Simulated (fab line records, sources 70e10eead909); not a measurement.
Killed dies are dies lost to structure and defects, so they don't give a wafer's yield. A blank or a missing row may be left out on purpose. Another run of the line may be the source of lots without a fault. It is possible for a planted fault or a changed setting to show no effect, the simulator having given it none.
fab line records -- flow nand-harc
record: lots: 24, wafers: 72, last-day: 33
route steps=1302 shown P_GATE@172 P_M0@283 P_M1@307 P_M2@329
lots that met no fault: taken from a fault-free run of the same line
start-h: hours from the record's first day to the start of the lot's first wafer shown -- wait-h: hours elapsed since this lot's preceding step -- " repeats the value in the row above -- L1.1+2: a row that stands for several wafers -- - no value, or no start given -- * or withheld: withheld -- < > ~ a bound
route shown NAME@n: names a module that has steps shown in the file, with the first one's number in the route -- usual: mean/standard deviation taken from wafers without a fault -- same: alike in all rows -- chamber/n: place in a boat -- sites: each site's reading -- _std_site: the values' standard deviation -- _edge_site: inner sites' mean taken away from outer sites' mean -- radius-mm: how far each site lies from the wafer's centre -- mask NAME#n: copy n -- behind: the last tool/chamber to shape the wafer -- hold: the reason the lot was held/the length of the hold in hours/how it ended -- device: the transistor (n, p or np) that didn't switch -- end of line: tests run on the same wafers once the route is complete -- where a step has no rows: the recipe by itself -- killed: dies that structure and defects cost at the first sort, which is not the same as the wafer's yield -- map: a wafer's dies, x killed, . not, _ none there
set.NAME: the run value of the setting; set.NAME@STEP: its run value at that earlier step -- model.NAME: the simulator's own value behind a step, which no gauge read
route steps across a sampled set of lots; one table per step, one row per wafer
services: from which hour (start-h, from the record's first day; less than 0 if before it) a tool's chamber was out of use, for how many hours, and why
== steps ==
step: NHARC_P_GATE_DESCUM_48
recipe: time-s: 3, o2-flow-sccm: 200, ar-flow-sccm: 0, bias-power-w: 0, chemistry: O2
usual: drypump-motor-current-A: 5.6/0.44, oes-product-au: 0.996/0.011, rf-vpp-V: 57.8/0.93, showerhead-plenum-p-Torr: 1.92/0.072, throttle-valve-pct: 11.312/0.0093
same: time-s: 3
lot.wafer,tool,chamber,start-h,wait-h,drypump-motor-current-A,oes-product-au,rf-hours-counter-h,rf-vpp-V,showerhead-plenum-p-Torr,throttle-valve-pct
L074.4,rie-diel-09,0,109.70,-,5.8,1.010,6,58.7,1.86,11.303
L074.6,rie-diel-09,0,109.70,-,5.8,1.011,-,57.8,1.86,11.320
L074.5,rie-diel-09,1,109.70,-,5.8,0.989,-,58.6,2.03,11.318
L075.3,rie-diel-09,1,116.79,-,5.8,0.997,6,58.0,2.03,11.307
L075.4,rie-diel-09,0,116.79,-,5.7,1.016,6,56.6,1.86,11.306
L075.6,rie-diel-09,2,116.79,-,4.8,0.997,-,57.7,1.89,11.327
L076.2,rie-diel-09,2,133.55,-,4.7,0.999,7,57.4,1.89,11.315
L076.1,rie-diel-09,1,133.55,-,5.8,0.995,7,57.7,2.03,11.306
L076.6,rie-diel-09,2,133.55,-,4.7,0.997,-,57.4,1.89,11.305
L077.3,rie-diel-04,2,137.80,-,5.7,0.984,8,57.1,1.80,11.309
L077.5,rie-diel-04,2,137.80,-,5.7,0.998,-,55.6,1.80,11.336
L077.6,rie-diel-04,3,137.80,-,5.4,1.009,-,59.6,1.94,11.330
L078.4,rie-diel-02,0,154.23,-,5.5,0.984,6,57.9,2.03,11.303
L078.3,rie-diel-02,1,154.23,-,6.4,0.993,6,58.3,1.89,11.310
L078.5,rie-diel-02,1,154.23,-,6.4,0.994,-,58.5,1.89,11.312
L079.4,rie-diel-09,1,154.56,-,5.8,0.976,0,59.4,2.03,11.308
L079.2,rie-diel-09,2,154.56,-,4.7,0.978,0,58.7,1.89,11.309
L079.5,rie-diel-09,0,154.56,-,5.8,0.979,-,56.7,1.86,11.304
L080.1,rie-diel-04,2,164.66,-,5.7,0.987,10,57.7,1.80,11.310
L080.3,rie-diel-04,0,164.66,-,5.8,1.015,11,59.1,1.92,11.302
L080.2,rie-diel-04,1,164.66,-,6.2,1.011,10,57.4,1.86,11.304
L081.3,rie-diel-04,3,175.27,-,5.4,1.004,11,57.6,1.94,11.302
L081.1,rie-diel-04,0,175.27,-,5.8,1.015,12,58.8,1.92,11.308
L081.5,rie-diel-04,3,175.27,-,5.4,0.992,-,59.4,1.94,11.300
L082.3,rie-diel-04,1,189.29,-,6.2,0.986,0,57.1,1.86,11.318
L082.4,rie-diel-04,2,189.29,-,5.7,0.986,0,58.2,1.80,11.318
L082.5,rie-diel-04,2,189.29,-,5.7,0.992,-,57.0,1.80,11.294
L083.4,rie-diel-04,0,203.47,-,5.8,1.005,1,57.4,1.92,11.313
L083.3,rie-diel-04,3,203.47,-,5.4,0.995,1,57.3,1.94,11.304
L083.6,rie-diel-04,0,203.47,-,5.8,1.018,-,59.9,1.92,11.315
L084.2,rie-diel-02,1,208.66,-,6.3,0.985,7,57.7,1.89,11.308
L084.4,rie-diel-02,2,208.66,-,5.4,0.994,8,59.5,1.97,11.301
L084.6,rie-diel-02,3,208.66,-,5.2,0.988,-,57.6,2.00,11.310
L085.2,rie-diel-04,1,215.09,-,6.2,0.990,3,56.9,1.86,11.313
L085.5,rie-diel-04,0,215.09,-,5.8,1.007,-,57.4,1.92,11.321
L085.6,rie-diel-04,1,215.09,-,6.2,0.989,-,56.9,1.86,11.334
L086.1,rie-diel-02,3,226.97,-,5.2,0.997,0,60.0,2.00,11.308
L086.2,rie-diel-02,0,226.97,-,5.5,1.008,0,57.6,2.02,11.296
L086.4,rie-diel-02,1,226.97,-,6.4,0.997,0,57.3,1.89,11.307
L087.3,rie-diel-02,3,234.32,-,5.1,1.001,0,58.8,2.00,11.301
L087.5,rie-diel-02,1,234.32,-,6.3,0.998,-,57.6,1.89,11.321
L087.6,rie-diel-02,2,234.32,-,5.4,0.980,-,58.2,1.97,11.318
L088.3,rie-diel-09,2,257.45,-,4.7,0.997,5,56.3,1.89,11.312
L088.4,rie-diel-09,3,257.45,-,5.1,1.002,5,58.1,1.83,11.317
L088.5,rie-diel-09,1,257.45,-,5.8,0.994,-,59.8,2.02,11.300
L089.1,rie-diel-02,1,260.12,-,6.3,0.999,2,56.7,1.89,11.327
L089.3,rie-diel-02,3,260.12,-,5.2,1.001,3,59.1,2.00,11.319
L089.5,rie-diel-02,2,260.12,-,5.4,0.982,-,58.6,1.97,11.318
L090.3,rie-diel-09,0,266.02,-,5.8,0.971,6,56.5,1.85,11.303
L090.4,rie-diel-09,1,266.02,-,5.8,0.994,5,59.3,2.02,11.323
L090.6,rie-diel-09,2,266.02,-,4.8,0.998,-,59.3,1.89,11.319
L091.2,rie-diel-02,0,275.80,-,5.6,0.990,4,58.0,2.02,11.300
L091.1,rie-diel-02,1,275.80,-,6.4,0.999,3,57.3,1.89,11.312
L091.4,rie-diel-02,2,275.80,-,5.4,0.988,3,56.7,1.97,11.323
L092.3,rie-diel-02,3,285.80,-,5.2,0.999,4,58.1,2.00,11.317
L092.1,rie-diel-02,0,285.80,-,5.5,0.999,4,57.5,2.02,11.317
L092.5,rie-diel-02,0,285.80,-,5.5,0.992,-,56.9,2.02,11.297
L093.4,rie-diel-04,3,304.88,-,5.4,1.008,6,57.1,1.94,11.327
L093.5,rie-diel-04,0,304.88,-,5.8,1.019,-,56.0,1.92,11.296
L093.6,rie-diel-04,1,304.88,-,6.2,1.002,-,56.9,1.85,11.306
L094.2,rie-diel-09,3,309.25,-,5.1,0.992,8,57.0,1.83,11.311
L094.3,rie-diel-09,1,309.25,-,5.8,0.997,8,58.1,2.02,11.312
L094.1,rie-diel-09,2,309.25,-,4.8,0.996,8,57.2,1.89,11.294
L095.1,rie-diel-04,0,323.33,-,5.8,1.000,7,57.5,1.92,11.316
L095.4,rie-diel-04,2,323.33,-,5.7,0.995,8,58.3,1.80,11.317
L095.6,rie-diel-04,3,323.33,-,5.4,1.013,-,59.7,1.94,11.321
L096.2,rie-diel-09,1,331.49,-,5.8,0.984,0,57.9,2.02,11.306
L096.5,rie-diel-09,3,331.49,-,5.1,0.997,-,57.9,1.83,11.305
L096.6,rie-diel-09,0,331.49,-,5.7,0.973,-,58.0,1.85,11.332
L097.2,rie-diel-02,2,335.32,-,5.4,0.992,5,58.1,1.97,11.299
L097.3,rie-diel-02,1,335.32,-,6.3,1.004,6,58.1,1.89,11.310
L097.5,rie-diel-02,2,335.32,-,5.4,0.985,-,58.5,1.97,11.305
step: NHARC_P_M0_PRE_CLEAN_31
recipe: time-s: 12, temp-c: 370, rf-power-w: 300, gas: NH3
usual: heater-power-w: 622/61, rf-fwd-power-W: 292.6/0.77
same: time-s: 12
lot.wafer,tool,chamber,start-h,wait-h,heater-power-w,rf-fwd-power-W
L074.5,pecvd-01,2,124.52,0.1,575,293.4
L074.6,pecvd-01,0,124.52,0.1,499,293.6
L074.4,pecvd-01,1,124.52,0.1,599,291.8
L075.3,pecvd-02,1,131.68,0.1,667,294.0
L075.6,pecvd-02,0,131.68,0.1,671,293.7
L075.4,pecvd-02,2,131.68,0.1,585,291.9
L076.1,pecvd-02,2,148.15,0.1,603,292.8
L076.2,pecvd-02,1,148.15,0.1,676,293.1
L076.6,pecvd-02,1,148.15,0.1,668,293.4
L077.3,pecvd-03,1,152.99,0.2,612,293.6
L077.5,pecvd-03,2,152.99,0.2,694,292.6
L077.6,pecvd-03,0,152.99,0.2,512,292.0
L078.3,pecvd-02,2,169.64,0.1,591,293.2
L078.4,pecvd-02,2,169.64,0.1,573,292.2
L078.5,pecvd-02,0,169.64,0.1,669,293.2
L079.2,pecvd-01,1,169.97,0.1,582,292.2
L079.4,pecvd-01,2,169.97,0.1,632,291.6
L079.5,pecvd-01,0,169.97,0.1,587,292.5
L080.3,pecvd-02,2,179.68,0.1,627,292.2
L080.1,pecvd-02,0,179.68,0.1,606,292.3
L080.2,pecvd-02,1,179.68,0.1,686,292.5
L081.3,pecvd-01,2,190.40,0.1,644,292.9
L081.1,pecvd-01,0,190.40,0.1,616,294.1
L081.5,pecvd-01,1,190.40,0.1,690,293.0
L082.4,pecvd-01,0,205.01,0.1,618,293.1
L082.3,pecvd-01,1,205.01,0.1,613,292.0
L082.5,pecvd-01,0,205.01,0.1,616,294.1
L083.3,pecvd-03,1,218.55,0.1,599,292.2
L083.4,pecvd-03,1,218.55,0.1,615,293.1
L083.6,pecvd-03,2,218.55,0.1,807,291.4
L084.2,pecvd-01,2,223.37,0.1,657,293.0
L084.6,pecvd-01,1,223.37,0.1,667,292.8
L084.4,pecvd-01,2,223.37,0.1,635,295.4
L085.2,pecvd-01,1,230.43,0.1,660,293.8
L085.6,pecvd-01,2,230.43,0.1,552,292.5
L085.5,pecvd-01,0,230.43,0.1,612,292.7
L086.2,pecvd-01,1,241.85,0.1,670,293.1
L086.1,pecvd-01,2,241.85,0.1,624,292.8
L086.4,pecvd-01,0,241.85,0.1,600,293.0
L087.3,pecvd-03,2,252.22,0.1,806,292.1
L087.6,pecvd-03,0,252.22,0.1,520,293.5
L087.5,pecvd-03,1,252.22,0.1,612,292.1
L088.3,pecvd-03,0,272.32,0.1,544,292.4
L088.5,pecvd-03,1,272.32,0.1,568,293.2
L088.4,pecvd-03,2,272.32,0.1,747,292.5
L089.3,pecvd-01,1,275.44,0.1,571,292.7
L089.1,pecvd-01,0,275.44,0.1,609,291.6
L089.5,pecvd-01,1,275.44,0.1,571,292.2
L090.3,pecvd-02,1,282.06,0.1,697,292.5
L090.4,pecvd-02,2,282.06,0.1,528,292.2
L090.6,pecvd-02,0,282.06,0.1,600,292.9
L091.2,pecvd-02,0,291.01,0.1,604,292.3
L091.1,pecvd-02,1,291.01,0.1,602,291.5
L091.4,pecvd-02,0,291.01,0.1,621,292.1
L092.1,pecvd-02,1,300.69,0.1,661,291.9
L092.3,pecvd-02,0,300.69,0.1,682,291.4
L092.5,pecvd-02,1,300.69,0.1,640,291.7
L093.6,pecvd-02,1,319.65,0.1,676,292.6
L093.4,pecvd-02,2,319.65,0.1,559,292.9
L093.5,pecvd-02,0,319.65,0.1,631,292.5
L094.2,pecvd-02,0,324.42,0.1,677,293.9
L094.1,pecvd-02,1,324.42,0.1,587,294.1
L094.3,pecvd-02,2,324.42,0.1,571,292.9
L095.1,pecvd-02,1,338.19,0.1,717,292.7
L095.6,pecvd-02,1,338.19,0.1,693,292.2
L095.4,pecvd-02,0,338.19,0.1,639,292.7
L096.2,pecvd-01,1,346.77,0.1,669,293.3
L096.5,pecvd-01,1,346.77,0.1,673,293.0
L096.6,pecvd-01,2,346.77,0.1,656,292.2
L097.3,pecvd-01,2,350.81,0.1,617,293.7
L097.2,pecvd-01,0,350.81,0.1,608,292.5
L097.5,pecvd-01,2,350.81,0.1,609,293.5
step: NHARC_P_M1_PVD_20
recipe: target-thk-a: 50, bias-v: 168.6, power-w: 15000, chamber-pressure-pa: 0.12, time-s: 8.06, substrate-temp-c: 50, material: TaN
usual: throttle-valve-pct: 29.8/1.1
same: time-s: 8.06
lot.wafer,tool,chamber,start-h,wait-h,throttle-valve-pct
L074.4,pvd-sputter-02,-,-,-,29.5
L074.5,pvd-sputter-02,-,-,-,29.7
L074.6,pvd-sputter-02,-,-,-,29.4
L075.3,pvd-sputter-01,-,-,-,31.7
L075.4,pvd-sputter-01,-,-,-,30.7
L075.6,pvd-sputter-01,-,-,-,31.5
L076.1,pvd-sputter-02,-,-,-,29.5
L076.2,pvd-sputter-02,-,-,-,28.0
L076.6,pvd-sputter-02,-,-,-,28.3
L077.3,pvd-sputter-01,-,-,-,29.7
L077.5,pvd-sputter-01,-,-,-,29.6
L077.6,pvd-sputter-01,-,-,-,30.5
L078.4,pvd-sputter-01,-,-,-,30.7
L078.3,pvd-sputter-01,-,-,-,31.7
L078.5,pvd-sputter-01,-,-,-,30.6
L079.2,pvd-sputter-02,-,-,-,29.8
L079.4,pvd-sputter-02,-,-,-,29.3
L079.5,pvd-sputter-02,-,-,-,29.6
L080.2,pvd-sputter-03,-,-,-,30.0
L080.1,pvd-sputter-03,-,-,-,27.5
L080.3,pvd-sputter-03,-,-,-,29.3
L081.1,pvd-sputter-02,-,-,-,28.4
L081.3,pvd-sputter-02,-,-,-,29.6
L081.5,pvd-sputter-02,-,-,-,29.9
L082.3,pvd-sputter-01,-,-,-,29.6
L082.4,pvd-sputter-01,-,-,-,30.7
L082.5,pvd-sputter-01,-,-,-,30.1
L083.3,pvd-sputter-02,-,-,-,27.9
L083.4,pvd-sputter-02,-,-,-,29.5
L083.6,pvd-sputter-02,-,-,-,28.1
L084.4,pvd-sputter-01,-,-,-,29.9
L084.2,pvd-sputter-01,-,-,-,30.6
L084.6,pvd-sputter-01,-,-,-,31.6
L085.2,pvd-sputter-03,-,-,-,29.3
L085.6,pvd-sputter-03,-,-,-,29.6
L085.5,pvd-sputter-03,-,-,-,29.8
L086.4,pvd-sputter-03,-,-,-,27.7
L086.2,pvd-sputter-03,-,-,-,29.8
L086.1,pvd-sputter-03,-,-,-,29.5
L087.3,pvd-sputter-01,-,-,-,30.1
L087.5,pvd-sputter-01,-,-,-,29.0
L087.6,pvd-sputter-01,-,-,-,31.2
L088.3,pvd-sputter-02,-,-,-,29.7
L088.4,pvd-sputter-02,-,-,-,29.7
L088.5,pvd-sputter-02,-,-,-,29.7
L089.3,pvd-sputter-02,-,-,-,29.6
L089.1,pvd-sputter-02,-,-,-,29.3
L089.5,pvd-sputter-02,-,-,-,29.5
L090.3,pvd-sputter-01,-,-,-,30.0
L090.4,pvd-sputter-01,-,-,-,31.7
L090.6,pvd-sputter-01,-,-,-,31.7
L091.2,pvd-sputter-01,-,-,-,31.2
L091.4,pvd-sputter-01,-,-,-,31.4
L091.1,pvd-sputter-01,-,-,-,29.2
L092.3,pvd-sputter-01,-,-,-,30.4
L092.1,pvd-sputter-01,-,-,-,29.6
L092.5,pvd-sputter-01,-,-,-,30.3
L093.4,pvd-sputter-01,-,-,-,31.6
L093.5,pvd-sputter-01,-,-,-,29.2
L093.6,pvd-sputter-01,-,-,-,31.1
L094.2,pvd-sputter-02,-,-,-,28.6
L094.1,pvd-sputter-02,-,-,-,29.8
L094.3,pvd-sputter-02,-,-,-,30.5
L095.4,pvd-sputter-02,-,-,-,30.0
L095.1,pvd-sputter-02,-,-,-,28.3
L095.6,pvd-sputter-02,-,-,-,26.6
L096.2,pvd-sputter-02,-,-,-,26.6
L096.5,pvd-sputter-02,-,-,-,30.3
L096.6,pvd-sputter-02,-,-,-,28.5
L097.3,pvd-sputter-01,-,-,-,31.8
L097.2,pvd-sputter-01,-,-,-,31.1
L097.5,pvd-sputter-01,-,-,-,31.6
step: NHARC_P_M1_THK_MEAS_24
recipe: thk-meas-gauge: xrf
usual: thk-nm: 157.6/1.7
lot.wafer,tool,chamber,start-h,wait-h,thk-nm
L074.4,film-metro-01,-,128.29,-,155.8
L074.5,film-metro-01,-,128.29,-,156.1
L074.6,film-metro-01,-,128.29,-,156.4
L075.3,film-metro-01,-,135.60,-,158.6
L075.4,film-metro-01,-,135.60,-,157.7
L075.6,film-metro-01,-,135.60,-,158.9
L076.1,film-metro-01,-,152.30,-,153.9
L076.2,film-metro-01,-,152.30,-,154.0
L076.6,film-metro-01,-,152.30,-,155.7
L077.3,film-metro-01,-,156.79,-,156.2
L077.5,film-metro-01,-,156.79,-,155.0
L077.6,film-metro-01,-,156.79,-,154.8
L078.3,film-metro-01,-,173.47,-,157.8
L078.4,film-metro-01,-,173.47,-,160.3
L078.5,film-metro-01,-,173.47,-,158.1
L079.2,film-metro-02,-,173.94,-,157.9
L079.4,film-metro-02,-,173.94,-,157.3
L079.5,film-metro-02,-,173.94,-,158.7
L080.1,film-metro-02,-,183.54,-,155.5
L080.2,film-metro-02,-,183.54,-,155.7
L080.3,film-metro-02,-,183.54,-,157.3
L081.1,film-metro-02,-,194.36,-,156.0
L081.3,film-metro-02,-,194.36,-,155.1
L081.5,film-metro-02,-,194.36,-,158.6
L082.3,film-metro-02,-,208.91,-,158.5
L082.4,film-metro-02,-,208.91,-,156.8
L082.5,film-metro-02,-,208.91,-,160.6
L083.3,film-metro-01,-,222.76,-,157.1
L083.4,film-metro-01,-,222.76,-,156.2
L083.6,film-metro-01,-,222.76,-,158.9
L084.2,film-metro-02,-,227.48,-,156.8
L084.4,film-metro-02,-,227.48,-,156.2
L084.6,film-metro-02,-,227.48,-,155.6
L085.2,film-metro-01,-,234.33,-,157.3
L085.5,film-metro-01,-,234.33,-,157.4
L085.6,film-metro-01,-,234.33,-,157.2
L086.1,film-metro-02,-,245.82,-,157.8
L086.2,film-metro-02,-,245.82,-,158.0
L086.4,film-metro-02,-,245.82,-,154.6
L087.3,film-metro-01,-,256.10,-,158.5
L087.5,film-metro-01,-,256.10,-,158.5
L087.6,film-metro-01,-,256.10,-,158.9
L088.3,film-metro-01,-,276.22,-,155.5
L088.4,film-metro-01,-,276.22,-,156.3
L088.5,film-metro-01,-,276.22,-,158.1
L089.1,film-metro-02,-,279.36,-,155.7
L089.3,film-metro-02,-,279.36,-,154.7
L089.5,film-metro-02,-,279.36,-,158.1
L090.3,film-metro-01,-,285.96,-,158.7
L090.4,film-metro-01,-,285.96,-,157.4
L090.6,film-metro-01,-,285.96,-,155.4
L091.1,film-metro-01,-,295.10,-,157.9
L091.2,film-metro-01,-,295.10,-,154.0
L091.4,film-metro-01,-,295.10,-,158.6
L092.1,film-metro-02,-,304.50,-,157.4
L092.3,film-metro-02,-,304.50,-,158.1
L092.5,film-metro-02,-,304.50,-,159.3
L093.4,film-metro-01,-,323.69,-,157.6
L093.5,film-metro-01,-,323.69,-,158.2
L093.6,film-metro-01,-,323.69,-,159.4
L094.1,film-metro-02,-,328.34,-,159.1
L094.2,film-metro-02,-,328.34,-,159.4
L094.3,film-metro-02,-,328.34,-,159.5
L095.1,film-metro-02,-,342.11,-,158.7
L095.4,film-metro-02,-,342.11,-,158.2
L095.6,film-metro-02,-,342.11,-,159.4
L096.2,film-metro-01,-,350.67,-,159.2
L096.5,film-metro-01,-,350.67,-,155.6
L096.6,film-metro-01,-,350.67,-,156.5
L097.2,film-metro-02,-,354.81,-,157.7
L097.3,film-metro-02,-,354.81,-,157.8
L097.5,film-metro-02,-,354.81,-,157.8
step: NHARC_P_M1_DEP_33
recipe: target-thk-a: 300, temp-c: 370, target-thk-nm: 30, pressure-torr: 3, flow-sccm: 200, rf-w: 450, material: SiCN
usual: heater-power-w: 567/68, rf-fwd-power-W: 448.9/1.4
lot.wafer,tool,chamber,start-h,wait-h,heater-power-w,rf-fwd-power-W
L074.4,pecvd-01,1,128.72,0.2,593,447.6
L074.5,pecvd-01,2,128.72,0.2,623,449.5
L074.6,pecvd-01,0,128.72,0.2,453,446.8
L075.3,pecvd-02,0,135.95,0.1,612,447.2
L075.6,pecvd-02,2,135.95,0.1,592,445.8
L075.4,pecvd-02,1,135.95,0.1,614,447.2
L076.2,pecvd-02,2,152.64,0.1,523,449.8
L076.1,pecvd-02,1,152.64,0.1,534,447.7
L076.6,pecvd-02,1,152.64,0.1,538,448.1
L077.3,pecvd-03,1,157.12,0.1,523,448.6
L077.5,pecvd-03,2,157.12,0.1,722,448.8
L077.6,pecvd-03,0,157.12,0.1,489,448.1
L078.3,pecvd-03,0,173.88,0.1,486,448.7
L078.5,pecvd-03,1,173.88,0.1,565,449.7
L078.4,pecvd-03,2,173.88,0.1,738,450.5
L079.2,pecvd-02,2,174.29,0.1,575,449.4
L079.5,pecvd-02,1,174.29,0.1,595,448.2
L079.4,pecvd-02,0,174.29,0.1,631,447.7
L080.3,pecvd-01,1,183.85,0.1,612,449.8
L080.1,pecvd-01,2,183.85,0.1,594,452.2
L080.2,pecvd-01,0,183.85,0.1,536,446.0
L081.1,pecvd-02,0,194.71,0.1,575,448.6
L081.3,pecvd-02,1,194.71,0.1,608,449.7
L081.5,pecvd-02,2,194.71,0.1,551,449.1
L082.3,pecvd-01,2,209.21,0.1,508,451.3
L082.5,pecvd-01,2,209.21,0.1,500,449.1
L082.4,pecvd-01,0,209.21,0.1,529,451.5
L083.3,pecvd-03,0,223.13,0.1,527,449.8
L083.6,pecvd-03,2,223.13,0.1,663,449.8
L083.4,pecvd-03,0,223.13,0.1,533,448.0
L084.2,pecvd-01,1,227.83,0.1,539,450.2
L084.6,pecvd-01,0,227.83,0.1,534,449.8
L084.4,pecvd-01,1,227.83,0.1,535,449.3
L085.2,pecvd-03,0,234.63,0.1,507,449.1
L085.5,pecvd-03,1,234.63,0.1,513,447.5
L085.6,pecvd-03,2,234.63,0.1,748,447.9
L086.2,pecvd-03,0,246.13,0.1,426,448.2
L086.1,pecvd-03,1,246.13,0.1,552,449.0
L086.4,pecvd-03,0,246.13,0.1,439,450.9
L087.3,pecvd-02,2,256.45,0.1,503,448.7
L087.6,pecvd-02,2,256.45,0.1,504,449.2
L087.5,pecvd-02,0,256.45,0.1,506,452.2
L088.3,pecvd-03,0,276.56,0.1,435,448.3
L088.5,pecvd-03,2,276.56,0.1,634,448.0
L088.4,pecvd-03,0,276.56,0.1,454,449.2
L089.1,pecvd-03,0,279.70,0.1,509,449.3
L089.3,pecvd-03,1,279.70,0.1,544,450.1
L089.5,pecvd-03,2,279.70,0.1,690,448.0
L090.3,pecvd-01,2,286.35,0.1,545,449.6
L090.6,pecvd-01,1,286.35,0.1,597,446.3
L090.4,pecvd-01,2,286.35,0.1,535,451.5
L091.2,pecvd-01,0,295.41,0.1,521,447.3
L091.1,pecvd-01,2,295.41,0.1,550,448.5
L091.4,pecvd-01,0,295.41,0.1,515,447.7
L092.3,pecvd-01,1,304.80,0.1,610,448.2
L092.1,pecvd-01,0,304.80,0.1,541,449.1
L092.5,pecvd-01,0,304.80,0.1,557,450.1
L093.5,pecvd-02,1,324.12,0.2,652,449.1
L093.6,pecvd-02,2,324.12,0.2,511,450.0
L093.4,pecvd-02,0,324.12,0.2,527,446.9
L094.3,pecvd-01,2,328.64,0.1,505,450.9
L094.2,pecvd-01,0,328.64,0.1,463,449.9
L094.1,pecvd-01,1,328.64,0.1,578,450.0
L095.1,pecvd-02,0,342.50,0.1,532,447.4
L095.6,pecvd-02,1,342.50,0.1,596,448.4
L095.4,pecvd-02,2,342.50,0.1,541,449.3
L096.2,pecvd-02,0,350.97,0.1,618,447.1
L096.5,pecvd-02,1,350.97,0.1,667,448.4
L096.6,pecvd-02,2,350.97,0.1,483,447.3
L097.2,pecvd-02,1,355.11,0.1,617,450.1
L097.3,pecvd-02,2,355.11,0.1,433,448.9
L097.5,pecvd-02,1,355.11,0.1,610,451.0
step: NHARC_P_M2_OVL_MEAS_10
recipe: pitch-nm: 340
usual: overlay-x-nm: -0.1/0.8, overlay-y-nm: 0.0/0.87
lot.wafer,tool,chamber,start-h,wait-h,overlay-x-nm,overlay-y-nm
L074.4,overlay-01,-,129.78,-,-0.9,-1.5
L074.5,overlay-01,-,129.78,-,-1.6,-1.1
L074.6,overlay-01,-,129.78,-,-0.8,-1.3
L075.3,overlay-01,-,137.11,-,-0.3,0.4
L075.4,overlay-01,-,137.11,-,-1.1,0.5
L075.6,overlay-01,-,137.11,-,-0.2,0.6
L076.1,overlay-01,-,154.10,-,-0.3,0.2
L076.2,overlay-01,-,154.10,-,-0.6,0.7
L076.6,overlay-01,-,154.10,-,-0.5,0.2
L077.3,overlay-01,-,158.47,-,1.2,0.0
L077.5,overlay-01,-,158.47,-,1.1,0.5
L077.6,overlay-01,-,158.47,-,0.6,-0.1
L078.3,overlay-02,-,175.14,-,1.0,0.8
L078.4,overlay-02,-,175.14,-,1.0,0.4
L078.5,overlay-02,-,175.14,-,1.4,0.6
L079.2,overlay-02,-,175.59,-,-0.8,0.6
L079.4,overlay-02,-,175.59,-,-1.2,0.8
L079.5,overlay-02,-,175.59,-,-0.5,0.4
L080.1,overlay-01,-,185.18,-,-1.3,-0.2
L080.2,overlay-01,-,185.18,-,-0.8,-0.1
L080.3,overlay-01,-,185.18,-,-1.4,0.0
L081.1,overlay-01,-,196.01,-,0.2,-0.8
L081.3,overlay-01,-,196.01,-,-0.3,-0.5
L081.5,overlay-01,-,196.01,-,0.5,-0.1
L082.3,overlay-01,-,210.40,-,0.2,0.7
L082.4,overlay-01,-,210.40,-,-0.1,0.4
L082.5,overlay-01,-,210.40,-,0.9,0.8
L083.3,overlay-02,-,224.42,-,-0.2,0.5
L083.4,overlay-02,-,224.42,-,-0.1,0.4
L083.6,overlay-02,-,224.42,-,-0.2,0.4
L084.2,overlay-01,-,228.98,-,-0.8,-0.6
L084.4,overlay-01,-,228.98,-,-0.5,-0.9
L084.6,overlay-01,-,228.98,-,-1.0,-0.4
L085.2,overlay-01,-,235.97,-,0.3,-0.9
L085.5,overlay-01,-,235.97,-,0.1,-0.4
L085.6,overlay-01,-,235.97,-,0.4,-0.4
L086.1,overlay-01,-,247.46,-,1.6,-0.2
L086.2,overlay-01,-,247.46,-,1.3,0.1
L086.4,overlay-01,-,247.46,-,1.2,-0.2
L087.3,overlay-02,-,257.75,-,0.4,2.3
L087.5,overlay-02,-,257.75,-,0.1,1.8
L087.6,overlay-02,-,257.75,-,0.6,1.4
L088.3,overlay-02,-,277.70,-,-0.1,0.1
L088.4,overlay-02,-,277.70,-,-0.1,0.5
L088.5,overlay-02,-,277.70,-,-0.1,0.2
L089.1,overlay-02,-,280.99,-,-0.5,0.0
L089.3,overlay-02,-,280.99,-,-0.2,-0.6
L089.5,overlay-02,-,280.99,-,-0.1,0.1
L090.3,overlay-01,-,287.58,-,0.1,-0.9
L090.4,overlay-01,-,287.58,-,0.1,-1.2
L090.6,overlay-01,-,287.58,-,0.3,-1.0
L091.1,overlay-02,-,296.62,-,-1.5,-0.1
L091.2,overlay-02,-,296.62,-,-1.7,-0.2
L091.4,overlay-02,-,296.62,-,-1.3,-0.8
L092.1,overlay-02,-,306.02,-,-0.6,0.3
L092.3,overlay-02,-,306.02,-,0.3,0.1
L092.5,overlay-02,-,306.02,-,0.0,-0.1
L093.4,overlay-02,-,325.36,-,-0.7,-1.5
L093.5,overlay-02,-,325.36,-,-0.3,-1.3
L093.6,overlay-02,-,325.36,-,-1.2,-1.3
L094.1,overlay-01,-,329.98,-,-0.5,1.4
L094.2,overlay-01,-,329.98,-,-0.9,1.9
L094.3,overlay-01,-,329.98,-,-1.0,1.4
L095.1,overlay-01,-,343.76,-,0.2,0.5
L095.4,overlay-01,-,343.76,-,1.3,0.2
L095.6,overlay-01,-,343.76,-,0.4,-0.5
L096.2,overlay-01,-,352.31,-,0.2,1.2
L096.5,overlay-01,-,352.31,-,0.5,1.3
L096.6,overlay-01,-,352.31,-,0.3,1.2
L097.2,overlay-01,-,356.33,-,-1.0,-0.1
L097.3,overlay-01,-,356.33,-,-0.6,-0.1
L097.5,overlay-01,-,356.33,-,-0.1,-0.2
== services ==
tool,chamber,start-h,hours,kind
pecvd-03,1,98.37,4.9,repair
pvd-sputter-01,-,99.37,3.9,repair
pvd-sputter-02,-,104.00,10.0,pm
pecvd-01,-,114.61,2.0,repair
pecvd-03,-,129.65,0.3,repair
pecvd-01,-,130.06,13.0,pm
pecvd-02,0,137.93,23.4,repair
pecvd-03,2,139.73,6.3,repair
rie-diel-09,-,143.10,9.0,pm
pecvd-03,-,148.44,1.1,repair
rie-diel-02,2,175.33,5.0,repair
rie-diel-04,-,177.97,9.0,pm
pecvd-03,-,185.00,13.0,pm
pecvd-01,2,193.21,11.8,repair
pvd-sputter-02,-,207.09,5.4,repair
rie-diel-09,-,208.35,5.2,repair
rie-diel-02,-,216.70,9.0,pm
pvd-sputter-01,-,226.06,10.0,pm
pecvd-02,-,227.11,13.0,pm
pvd-sputter-02,-,265.04,3.3,repair
rie-diel-04,2,272.85,2.9,repair
pvd-sputter-02,-,282.00,10.0,pm
pecvd-01,-,311.06,13.0,pm
pecvd-03,-,325.54,0.6,repair
== key ==
fault none
